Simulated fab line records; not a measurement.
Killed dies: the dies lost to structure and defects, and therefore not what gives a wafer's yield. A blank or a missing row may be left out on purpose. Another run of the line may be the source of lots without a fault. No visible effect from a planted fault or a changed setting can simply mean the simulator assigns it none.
fab line records	flow nand-harc
[record] lots = 12	wafers = 36	last-day = 33
route steps=1302 shown A_SGD_CUT@916 A_WL_FILL@953
lots with no fault: from the same line, run without faults
start-h: start of the lot's first displayed wafer, in hours after the record's first day	wait-h: hours elapsed since this lot's preceding step	" same as the row above	L1.1+2: a single row standing in for several wafers	- no value, or no start was given	* or withheld: withheld	< > ~ a bound
route shown NAME@n: names a module that has steps shown in the file, with the first one's number in the route	usual: average and standard deviation across the fault-free wafers	same: alike in all rows	chamber/n: place in a boat	sites: per-site readings	_std_site: the standard deviation of these	_edge_site: mean of outer sites minus mean of inner sites	radius-mm: for every site, how far away it sits from the centre of the wafer	mask NAME#n: copy n	behind: tool/chamber where the wafer was last shaped	hold: reason for holding the lot/hours on hold/outcome of the hold	device: the transistor (n, p or np) that didn't switch	end of line: the route-end tests of the same wafers	a step given without rows: its recipe and nothing more	killed: at the first sort, the dies lost to defects and structure; wafer yield is something else	map: shows each die of a wafer: x if killed, . if not, _ if none is there
set.NAME: the setting as run; set.NAME@STEP: as run at that earlier step	model.NAME: the simulator's own value behind a step, which no gauge read
one table for each step of the route and one row for each wafer, over a sample of lots
services: a tool's chamber out of use, with start hour (start-h, from the record's first day; less than 0 if before it), hours out, and reason
[[steps]]
[step NHARC_A_SGD_CUT_THK_MEAS_22]
[recipe] thk-meas-gauge = ellipsometry
[usual] thk-nm = 148.1/1.7
lot.wafer	tool	chamber	start-h	wait-h	thk-nm
L942.2	film-metro-01	-	463.07	0.2	147.7
L942.4	"	-	"	"	150.1
L942.5	"	-	"	"	148.1
L943.1	film-metro-01	-	475.45	0.2	146.7
L943.5	"	-	"	"	148.5
L943.6	"	-	"	"	146.3
L945.2	film-metro-01	-	490.39	0.2	149.5
L945.4	"	-	"	"	149.2
L945.6	"	-	"	"	150.1
L946.3	film-metro-02	-	490.40	0.2	144.9
L946.5	"	-	"	"	148.6
L946.6	"	-	"	"	147.6
L948.2	film-metro-01	-	527.90	0.2	146.3
L948.4	"	-	"	"	148.6
L948.5	"	-	"	"	149.3
L954.2	film-metro-02	-	580.75	0.2	149.8
L954.4	"	-	"	"	149.4
L954.5	"	-	"	"	147.2
L955.3	film-metro-02	-	580.90	0.2	148.9
L955.4	"	-	"	"	147.1
L955.5	"	-	"	"	149.1
L957.2	film-metro-01	-	610.58	0.2	151.0
L957.4	"	-	"	"	148.9
L957.6	"	-	"	"	150.9
L959.1	film-metro-01	-	622.91	0.2	149.6
L959.2	"	-	"	"	148.0
L959.4	"	-	"	"	149.9
L958.2	film-metro-02	-	622.92	0.2	147.3
L958.3	"	-	"	"	150.1
L958.5	"	-	"	"	148.6
L961.3	film-metro-01	-	653.94	0.2	146.4
L961.5	"	-	"	"	149.8
L961.6	"	-	"	"	149.1
L963.3	film-metro-01	-	665.81	0.2	150.0
L963.5	"	-	"	"	150.1
L963.6	"	-	"	"	144.7
[step NHARC_A_WL_FILL_RTA_01]
[recipe] temp-c = 1000	time-s = 5
[usual] lamp-power-pct = 31.8/0.54	lamp_zone_1_pct = 31.8/0.54	lamp_zone_2_pct = 31.8/0.54	lamp_zone_3_pct = 31.8/0.54	lamp_zone_4_pct = 31.8/0.54	lamp_zone_5_pct = 31.8/0.54	lamp_zone_6_pct = 31.7/0.54	lamp_zone_7_pct = 32.3/0.55	wafer_temp_C_max = 1003.8/0.73
lot.wafer	tool	chamber	start-h	wait-h	lamp-power-pct	lamp_zone_1_pct	lamp_zone_2_pct	lamp_zone_3_pct	lamp_zone_4_pct	lamp_zone_5_pct	lamp_zone_6_pct	lamp_zone_7_pct	wafer_temp_C_max
L942.2	rtp-anneal-01	0	483.35	-	32.1	32.2	32.2	32.2	32.2	32.1	32.1	32.7	1003.0
L942.4	"	0	"	"	32.1	32.2	32.2	32.2	32.2	32.2	32.1	32.7	1003.7
L942.5	"	0	"	"	32.2	32.2	32.1	32.2	32.2	32.2	32.1	32.7	1004.1
L943.1	rtp-anneal-02	0	494.17	-	31.0	31.1	31.0	31.0	31.0	31.0	31.0	31.6	1003.6
L943.5	"	0	"	"	31.0	31.0	31.1	31.1	31.0	31.1	31.0	31.5	1003.4
L943.6	"	0	"	"	31.1	31.0	31.1	31.1	31.0	31.1	31.0	31.6	1004.7
L946.3	rtp-anneal-01	0	510.02	0.4	28.6	28.5	28.6	28.5	28.6	28.6	28.5	29.2	962.3
L946.5	"	0	"	"	28.6	28.6	28.6	28.6	28.6	28.6	28.5	29.1	961.7
L946.6	"	0	"	"	28.6	28.6	28.6	28.6	28.6	28.7	28.5	29.2	961.8
L945.2	rtp-anneal-01	0	511.75	0.3	28.6	28.6	28.6	28.6	28.6	28.6	28.4	29.2	963.0
L945.4	"	0	"	"	28.6	28.6	28.6	28.6	28.6	28.6	28.5	29.2	964.0
L945.6	"	0	"	"	28.6	28.6	28.6	28.6	28.6	28.7	28.5	29.1	961.3
L948.2	rtp-anneal-02	0	551.39	-	31.1	31.1	31.1	31.1	31.1	31.0	31.0	31.6	1003.7
L948.4	"	0	"	"	31.1	31.0	31.0	31.1	31.1	31.0	31.0	31.6	1005.2
L948.5	"	0	"	"	31.1	31.1	31.1	31.0	31.0	31.1	30.9	31.6	1004.3
L954.2	rtp-anneal-01	0	599.56	-	32.2	32.2	32.3	32.2	32.2	32.2	32.2	32.7	1003.9
L954.4	"	0	"	"	32.2	32.2	32.2	32.2	32.2	32.2	32.1	32.7	1003.2
L954.5	"	0	"	"	32.2	32.2	32.2	32.2	32.2	32.2	32.1	32.8	1003.7
L955.3	rtp-anneal-02	0	599.59	-	31.0	31.1	31.1	31.0	31.1	31.0	31.0	31.6	1002.2
L955.4	"	0	"	"	31.1	31.1	31.1	31.1	31.1	31.1	31.1	31.6	1002.6
L955.5	"	0	"	"	31.1	31.1	31.1	31.1	31.1	31.1	31.0	31.6	1003.7
L957.2	rtp-anneal-02	0	631.13	-	31.0	31.0	31.1	31.1	31.0	31.1	31.0	31.5	1004.0
L957.4	"	0	"	"	31.0	31.0	31.0	31.0	31.0	31.0	30.9	31.5	1004.0
L957.6	"	0	"	"	31.0	31.1	31.0	31.1	31.0	31.0	31.0	31.5	1003.8
L959.1	rtp-anneal-01	0	645.18	-	32.2	32.2	32.2	32.2	32.2	32.2	32.1	32.7	1003.8
L959.2	"	0	"	"	32.1	32.2	32.1	32.1	32.2	32.2	32.1	32.7	1003.7
L959.4	"	0	"	"	32.2	32.2	32.2	32.1	32.2	32.2	32.1	32.7	1004.1
L958.2	rtp-anneal-01	0	645.37	-	32.2	32.2	32.2	32.1	32.2	32.2	32.1	32.8	1004.0
L958.3	"	0	"	"	32.3	32.2	32.2	32.2	32.2	32.2	32.1	32.7	1004.8
L958.5	"	0	"	"	32.2	32.2	32.3	32.2	32.2	32.2	32.1	32.8	1003.9
L961.3	rtp-anneal-01	0	674.43	-	32.2	32.2	32.2	32.1	32.2	32.2	32.2	32.7	1004.3
L961.5	"	0	"	"	32.2	32.2	32.3	32.2	32.2	32.3	32.1	32.7	1004.3
L961.6	"	0	"	"	32.2	32.2	32.2	32.2	32.2	32.2	32.1	32.7	1004.5
L963.3	rtp-anneal-01	0	689.64	-	32.2	32.2	32.1	32.2	32.1	32.2	32.1	32.7	1003.1
L963.5	"	0	"	"	32.2	32.2	32.2	32.2	32.2	32.2	32.1	32.7	1005.3
L963.6	"	0	"	"	32.2	32.2	32.2	32.1	32.1	32.1	32.2	32.7	1003.3
[step NHARC_A_WL_FILL_ETCHBACK_05]
[recipe] target-depth-a = 220	time-s = 60	temp-c = 40	chemistry = Cl2/BCl3
[usual] drypump-motor-current-A = 5.4/0.5	oes-product-au = 1.000/0.011
lot.wafer	tool	chamber	start-h	wait-h	drypump-motor-current-A	oes-product-au	rf-hours-counter-h
L942.2	rie-metal-02	1	484.60	0.2	4.8	0.988	0.4
L942.4	"	0	"	"	5.7	0.981	-
L942.5	"	1	"	"	4.8	0.982	-
L943.1	rie-metal-02	1	495.45	0.2	4.8	0.988	0.7
L943.5	"	0	"	"	5.7	0.992	-
L943.6	"	1	"	"	4.8	0.988	-
L946.3	rie-metal-02	1	511.26	0.1	4.8	0.998	-
L946.6	"	0	"	"	5.7	0.983	-
L946.5	"	1	"	"	4.8	0.987	-
L945.2	rie-metal-01	0	513.00	0.2	5.7	1.006	1.7
L945.4	"	1	"	"	5.0	1.015	-
L945.6	"	0	"	"	5.7	1.009	-
L948.2	rie-metal-03	0	552.63	0.2	5.0	1.012	0.6
L948.4	"	1	"	"	6.1	0.995	-
L948.5	"	0	"	"	5.0	1.013	-
L954.2	rie-metal-03	1	600.81	0.2	6.1	1.003	1.5
L954.4	"	1	"	"	6.1	1.002	-
L954.5	"	1	"	"	6.1	1.001	-
L955.3	rie-metal-02	1	600.83	0.2	4.8	0.991	-
L955.4	"	0	"	"	5.7	0.992	-
L955.5	"	1	"	"	4.8	0.991	-
L957.2	rie-metal-01	1	632.38	0.2	5.0	0.989	0.5
L957.4	"	0	"	"	5.7	1.006	-
L957.6	"	1	"	"	5.0	0.992	-
L959.1	rie-metal-03	0	646.44	0.2	5.0	0.998	2.0
L959.2	"	1	"	"	6.1	0.995	2.0
L959.4	"	0	"	"	5.0	0.995	-
L958.2	rie-metal-01	1	646.61	0.2	5.0	0.999	0.9
L958.3	"	0	"	"	5.7	1.010	-
L958.5	"	1	"	"	5.0	0.996	-
L961.3	rie-metal-03	0	675.70	0.1	5.0	0.997	-
L961.6	"	1	"	"	6.1	0.997	-
L961.5	"	0	"	"	5.0	1.000	-
L963.3	rie-metal-03	0	690.88	0.2	5.0	1.016	-
L963.5	"	1	"	"	6.1	1.002	-
L963.6	"	0	"	"	5.0	1.019	-
[step NHARC_A_WL_FILL_ETCHBACK_17]
[recipe] target-depth-a = 40	time-s = 26.7	chemistry = Cl2/BCl3
[usual] drypump-motor-current-A = 5.4/0.45	oes-product-au = 1.002/0.0092
lot.wafer	tool	chamber	start-h	wait-h	drypump-motor-current-A	oes-product-au	rf-hours-counter-h
L942.2	rie-metal-01	1	494.96	-	5.0	1.005	1.2
L942.4	"	1	"	"	5.0	1.011	-
L942.5	"	1	"	"	5.0	1.006	-
L943.1	rie-metal-01	0	507.17	-	5.7	1.010	1.4
L943.5	"	1	"	"	5.0	1.008	-
L943.6	"	0	"	"	5.7	1.007	-
L946.3	rie-metal-02	1	521.16	-	4.8	0.992	-
L946.5	"	1	"	"	4.8	0.990	-
L946.6	"	0	"	"	5.7	0.993	-
L945.2	rie-metal-01	1	521.19	-	5.0	1.007	1.7
L945.4	"	1	"	"	5.0	0.994	-
L945.6	"	0	"	"	5.7	1.018	-
L948.2	rie-metal-03	0	563.38	-	5.0	0.999	0.7
L948.4	"	0	"	"	5.0	1.013	-
L948.5	"	1	"	"	6.1	1.008	-
L955.4	rie-metal-01	0	610.87	-	5.7	1.008	-
L955.3	"	1	"	"	5.0	0.992	-
L955.5	"	0	"	"	5.7	0.999	-
L954.2	rie-metal-03	1	611.84	-	6.1	1.007	1.6
L954.4	"	1	"	"	6.1	1.002	-
L954.5	"	0	"	"	5.0	1.019	-
L957.2	rie-metal-01	1	650.89	-	5.0	0.996	1.0
L957.4	"	1	"	"	5.0	1.007	-
L957.6	"	0	"	"	5.7	0.997	-
L959.1	rie-metal-01	0	656.35	-	5.7	1.000	1.1
L959.2	"	1	"	"	5.0	0.996	1.1
L959.4	"	1	"	"	5.0	0.991	-
L958.2	rie-metal-02	0	659.49	-	5.7	1.004	0.5
L958.3	"	1	"	"	4.8	1.022	-
L958.5	"	1	"	"	4.8	1.000	-
L961.3	rie-metal-03	1	685.91	-	6.1	0.998	-
L961.6	"	1	"	"	6.1	0.995	-
L961.5	"	0	"	"	5.0	1.010	-
L963.3	rie-metal-01	1	701.64	-	5.0	1.001	-
L963.6	"	0	"	"	5.7	1.011	-
L963.5	"	1	"	"	5.0	0.993	-
[[services]]
tool	chamber	start-h	hours	kind
rie-metal-02	0	463.00	-	clean
rie-metal-02	1	463.00	-	clean
rie-metal-02	-	503.05	0.7	repair
rie-metal-03	-	519.00	9.0	pm
rie-metal-03	0	519.00	9.0	vent-cycle
rie-metal-03	1	519.00	9.0	vent-cycle
rie-metal-03	0	528.00	-	clean
rie-metal-03	1	528.00	-	clean
rie-metal-02	-	530.85	0.4	repair
rie-metal-01	-	575.00	9.0	pm
rie-metal-01	0	575.00	9.0	vent-cycle
rie-metal-01	1	575.00	9.0	vent-cycle
rie-metal-01	0	584.00	-	clean
rie-metal-01	1	584.00	-	clean
rie-metal-02	-	631.00	9.0	pm
rie-metal-02	0	631.00	9.0	vent-cycle
rie-metal-02	1	631.00	9.0	vent-cycle
rie-metal-02	0	640.00	-	clean
rie-metal-02	1	640.00	-	clean
rie-metal-03	-	696.00	9.0	pm
rie-metal-03	0	696.00	9.0	vent-cycle
rie-metal-03	1	696.00	9.0	vent-cycle
[[key]]
[first-sign] step = NHARC_A_WL_FILL_RTA_01	reading = wafer_temp_C_max	direction = down	sigmas = 56	usual = *	struck = *
[effect] step = NHARC_A_WL_FILL_RTA_01	reading = lamp_zone_6_pct	direction = down	sigmas = 6	usual = 31.7	struck = 28.5
met-at NHARC_A_WL_FILL_RTA_01
struck-lots L945,L946
tester-left-out L945,L946
not-acting-at NHARC_A_SGD_CUT_THK_MEAS_22,NHARC_A_WL_FILL_ETCHBACK_05,NHARC_A_WL_FILL_ETCHBACK_17
onset-between 483.35 510.02
[fault] kind = process-parameter-drift	tool = rtp-anneal-01	chamber = -	onset-h = 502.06	steps = NHARC_A_WL_FILL_RTA_01	channel = temp-c	offset = *	shape = step	end-h = 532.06	acts-in = *	stated = *
// tester-left-out: of these lots the tester's yield and bins aren't shown, on N5 and GAA mostly nor the transistor test; their killed dies are dies lost to structure and defects alone, not to doping, threshold or leakage, so they don't give the yield
